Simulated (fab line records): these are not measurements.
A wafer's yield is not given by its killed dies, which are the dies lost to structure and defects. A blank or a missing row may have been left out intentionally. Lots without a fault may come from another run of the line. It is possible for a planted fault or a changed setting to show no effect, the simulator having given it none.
Matching of chambers	flow n5Finfet	N5_BEOL_M1_STRIP_19 on rieDiel-03: 4 sister chambers
The step strips in O2. 16 wafers are shown with their chamber, then 8 later ones without.

## WAFERS WITH THEIR CHAMBER
wafer	chamber	showerheadPlenumPTorr (Torr)	drypumpMotorCurrentA (A)	throttleValvePct (%)
L076.2	3	2.24	6.0	16.64
L076.4	2	2.12	6.2	16.41
L076.5	1	2.00	6.0	16.68
L078.1	3	2.24	6.1	16.64
L078.4	0	2.10	5.4	16.80
L078.5	2	2.12	6.2	16.40
L084.1	3	2.23	6.1	16.66
L084.3	2	2.12	6.2	16.42
L084.6	0	2.09	5.4	16.83
L083.2	3	2.23	6.1	16.65
L083.5	3	2.23	6.0	16.67
L083.6	2	2.12	6.1	16.42
L086.3	1	2.00	6.0	16.73
L086.4	3	2.23	6.1	16.68
L086.5	3	2.23	6.1	16.67
L089.1	3	2.23	6.0	16.68

SIGNATURES (averages over the wafers above)
reading	chamber 0	chamber 1	chamber 2	chamber 3	scatter within a chamber
showerheadPlenumPTorr	2.0950	2.0000	2.1200	2.2325	0.00408
drypumpMotorCurrentA	5.400	6.000	6.175	6.062	0.0468
throttleValvePct	16.8150	16.7050	16.4125	16.6612	0.0179
Rule: for each reading, subtract the chamber's mean from the wafer's reading, divide by that reading's scatter and square the result; add these up over the readings and take the root, which gives the wafer's distance from the chamber. If the next closest chamber is less than 2 further off than the closest, the wafer can't be placed; otherwise it belongs to the closest. How the scatter is found: for the shown wafers, subtract from each reading the mean of its chamber, square and add these, divide the total by (wafers less chambers), then take the root.

## WAFERS MISSING THEIR CHAMBER
wafer	showerheadPlenumPTorr (Torr)	drypumpMotorCurrentA (A)	throttleValvePct (%)
L089.2	2.00	6.0	16.72
L089.4	2.09	5.4	16.83
L092.4	2.00	6.0	16.72
L092.5	2.09	5.4	16.85
L092.6	2.23	6.1	16.68
L096.1	2.08	5.4	16.85
L096.3	1.99	6.0	16.76
L096.4	2.11	6.2	16.47

## EACH ONE'S CHAMBER
wafer	from the rows above	in truth
L089.2	1	1
L089.4	0	0
L092.4	1	1
L092.5	0	0
L092.6	3	3
L096.1	0	0
L096.3	1	1
L096.4	2	2
Correct placement for 8 of the 8. Left unplaced by these rows: 0. Number placed wrongly: 0.
